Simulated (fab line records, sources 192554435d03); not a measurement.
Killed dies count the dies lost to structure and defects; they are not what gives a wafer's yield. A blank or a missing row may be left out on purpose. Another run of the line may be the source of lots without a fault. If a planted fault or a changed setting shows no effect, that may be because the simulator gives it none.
Split-lot study	flow n5_finfet	21 wafers read across 7 lots, on a route 1938 steps long

SPLIT DETAILS
At N5_HKMG_FIN_HK_ALD_01 (deposits HfO2, target thk 1.6 nm, pulse time 3 s, purge time 3 s), the setting ald_cycles was moved away from the recipe's 30 on 6 of the 21 wafers read, by -16.7% to +13.3%. The other wafers ran this setting at the recipe's value.

FROM THE SPLIT TO THE READING: what the file shows between them, 4 steps
- N5_HKMG_FIN_HK_ANNEAL_02: time 30 s
- N5_HKMG_FIN_ALD_74: deposits La2O3, target thk 0.5 nm, pulse time 6 s, co reactant pulse time 1 s
- N5_HKMG_FIN_WET_ETCH_82: etches La2O3 in dHCl, stops on HfO2, target depth 2 nm, rinse time 30 s
- N5_HKMG_FIN_ALD_36: deposits TiN, target thk 1 nm, pulse time 1 s, purge time 3 s

THE READING
HK_THK, in nm, at N5_HKMG_FIN_THK_MEAS_70 (measures by xrf). A value of 1.609 nm with a standard deviation of 0.022 nm is what fault-free wafers of this fab line usually give.

wafer	tool, chamber at the split	ald_cycles as run	against the recipe	HK_THK, nm	against lot-mates on the recipe
L076.2	ald_hk-03, 1,0,3	30	recipe	1.582	-
L076.3	ald_hk-03, 1,0,3	30	recipe	1.544	-
L076.6	ald_hk-03, 1,0,3	30	recipe	1.622	-
L077.2	ald_hk-01, 2,1,2	30	recipe	1.588	-
L077.5	ald_hk-01, 2,1,2	30	recipe	1.616	-
L077.6	ald_hk-01, 2,1,2	30	recipe	1.600	-
L084.2	ald_hk-02, 2	34	+13.3%	1.837	+0.201
L084.4	ald_hk-02, 3	30	recipe	1.644	-
L084.6	ald_hk-02, 3	30	recipe	1.628	-
L086.1	ald_hk-01, 1,2	30	recipe	1.592	-
L086.3	ald_hk-01, 1,2	30	recipe	1.623	-
L086.5	ald_hk-01, 3	28	-6.7%	1.513	-0.095
L087.1	ald_hk-02, 2,1	30	recipe	1.610	-
L087.2	ald_hk-02, 2,1	30	recipe	1.587	-
L087.5	ald_hk-02, 3	28	-6.7%	1.505	-0.094
L094.1	ald_hk-02, 1	30	recipe	1.612	-
L094.5	ald_hk-02, 1	30	recipe	1.613	-
L094.6	ald_hk-02, 2	25	-16.7%	1.354	-0.258
L096.3	ald_hk-03, 0,2	27	-10.0%	1.461	-0.148
L096.4	ald_hk-03, 2	30	recipe	1.609	-
L096.6	ald_hk-03, 0,2	27	-10.0%	1.454	-0.155
The file does not say which wafer passed through which chamber wherever a row lists several chambers: such a row stands for several wafers.

THE FIT
A straight line over all 21 wafers: HK_THK changes by +0.0156 nm for each +1% of ald_cycles; r = +0.97; the points scatter about the line by 0.022 nm.
The same after taking each lot's own level away (the mean of its wafers on the recipe; 21 wafers): +0.0152 nm for each +1%; r = +0.99; scatter 0.015 nm.
The reading moves by 0.25 nm for the largest change in ald_cycles, on that fit.
The span of the lots' own levels, 1.5827 to 1.6360 nm, comes to 2.4 times the standard deviation stated above.
So the lot-to-lot level changes the slope little: the two slopes agree.
Check: -0.249 nm against its lot-mates is what the line predicts for one of the wafers moved furthest among these (-16.7%) when that wafer is left out of the fit. It came out at -0.258 nm against them.

THESE WAFERS: OTHER SPLITS
Other splits were also applied to these wafers ahead of the reading. Each is held against what the fit with the lots' levels taken away leaves over:
other split on the same wafers	wafers away from the commonest value	r with HK_THK (lot level and that fit taken away)
N5_SD_EPI_P_COAT_03 spin_rpm	4	-0.12

THE FILE'S OWN FIT
HK_THK changes by +0.0151 nm for each +1% of ald_cycles, r = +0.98.
